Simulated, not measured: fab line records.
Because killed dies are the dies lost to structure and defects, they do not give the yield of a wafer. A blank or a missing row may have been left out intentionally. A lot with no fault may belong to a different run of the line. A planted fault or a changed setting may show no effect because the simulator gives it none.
Chamber matching    flow nand harc    rie diel-08 running NHARC_A_STAIRCASE_DESCUM_219: 4 sister chambers
The step chemistry O2, time 3 s. 14 wafers are shown with their chamber, then 7 later ones without.

== WAFERS WITH THEIR CHAMBER ==
wafer   chamber  showerhead plenum p Torr (Torr)  drypump motor current A (A)  oes product au (a.u.)
L077.1  2        1.79                             5.7                          1.013
L077.2  1        1.91                             5.7                          1.001
L077.4  3        1.81                             4.8                          1.010
L081.2  3        1.81                             4.8                          1.004
L081.3  1        1.91                             5.8                          0.993
L081.6  1        1.91                             5.8                          1.006
L083.1  0        1.98                             6.0                          1.008
L083.3  1        1.91                             5.8                          1.008
L083.5  0        1.98                             6.0                          1.014
L088.1  3        1.80                             4.9                          1.007
L088.4  1        1.90                             5.8                          1.008
L088.5  0        1.98                             5.9                          1.003
L089.1  3        1.80                             4.9                          1.005
L089.2  0        1.98                             6.0                          0.998

SIGNATURES (averages over the wafers above)
reading                   chamber 0  chamber 1  chamber 2  chamber 3  scatter within a chamber
showerhead plenum p Torr  1.9800     1.9080     1.7900     1.8050     0.00424
drypump motor current A   5.975      5.780      5.700      4.850      0.0505
oes product au            1.00575    1.00320    1.01300    1.00650    0.0057
Rule: a wafer lies at a distance from a chamber equal to the root of the sum of squares, over the readings, of (its reading less the chamber's mean, divided by the reading's scatter). The wafer belongs to the nearest chamber; if the next one is less than 2 further off, it can't be placed. How the scatter is found: for the shown wafers, subtract from each reading the mean of its chamber, square and add these, divide the total by (wafers less chambers), then take the root.

== WAFERS WHOSE CHAMBER IS MISSING ==
wafer   showerhead plenum p Torr (Torr)  drypump motor current A (A)  oes product au (a.u.)
L089.4  1.78                             5.7                          1.002
L092.1  1.80                             4.8                          1.012
L092.3  1.90                             5.8                          1.009
L092.5  1.80                             4.9                          1.005
L097.1  1.97                             6.0                          0.993
L097.2  1.78                             5.7                          1.004
L097.4  1.90                             5.8                          0.994

== WHICH CHAMBER EACH ONE RAN IN ==
wafer   from the rows above  in truth
L089.4  2                    2
L092.1  3                    3
L092.3  1                    1
L092.5  3                    3
L097.1  0                    0
L097.2  2                    2
L097.4  1                    1
Correct placement for 7 of the 7. From these rows, 0 cannot be placed. 0 placed wrongly.
